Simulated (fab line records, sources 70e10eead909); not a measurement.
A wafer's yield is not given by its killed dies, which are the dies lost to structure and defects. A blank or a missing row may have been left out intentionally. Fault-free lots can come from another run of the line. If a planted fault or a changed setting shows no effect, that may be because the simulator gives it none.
Matching of chambers ; flow nandHarc ; NHARC_A_STAIRCASE_TRIM_187 on rieDiel-05 has 4 sister chambers
The step chemistry O2, time 211.2 s. 8 wafers are shown with their chamber, then 8 later ones without.

WAFERS PAIRED WITH THEIR CHAMBERS
wafer;chamber;showerheadPlenumPTorr (Torr);drypumpMotorCurrentA (A)
L081.6;1;3.71;5.9
L083.5;2;3.54;5.7
L085.2;3;3.56;6.3
L085.4;1;3.70;5.9
L087.1;0;3.74;6.1
L087.4;2;3.53;5.6
L087.6;3;3.55;6.2
L091.1;0;3.73;6.1

WAFERS WHOSE CHAMBER IS MISSING
wafer;showerheadPlenumPTorr (Torr);drypumpMotorCurrentA (A)
L091.3;3.53;5.6
L091.6;3.74;6.1
L096.3;3.53;5.6
L096.4;3.55;6.2
L096.6;3.55;6.2
L097.3;3.73;6.1
L097.5;3.69;5.9
L097.6;3.53;5.6

EACH ONE'S CHAMBER
wafer;from the rows above;in truth
L091.3;2;2
L091.6;0;0
L096.3;2;2
L096.4;3;3
L096.6;3;3
L097.3;0;0
L097.5;1;1
L097.6;2;2
8 of 8 placed correctly. Can't be placed from these rows: 0. Placed wrongly: 0.
How it was worked out, from the rows above alone: a wafer's distance from a chamber is the root of the sum, over the readings, of the square of ((its reading less the chamber's mean) divided by the reading's scatter). The wafer belongs to the nearest chamber; if the next one is less than 2 further off, it can't be placed. A chamber's mean is the mean of its shown wafers. The scatter is the square root of a quotient: the sum, over the shown wafers, of each reading's squared deviation from its chamber's mean, divided by wafers minus chambers.
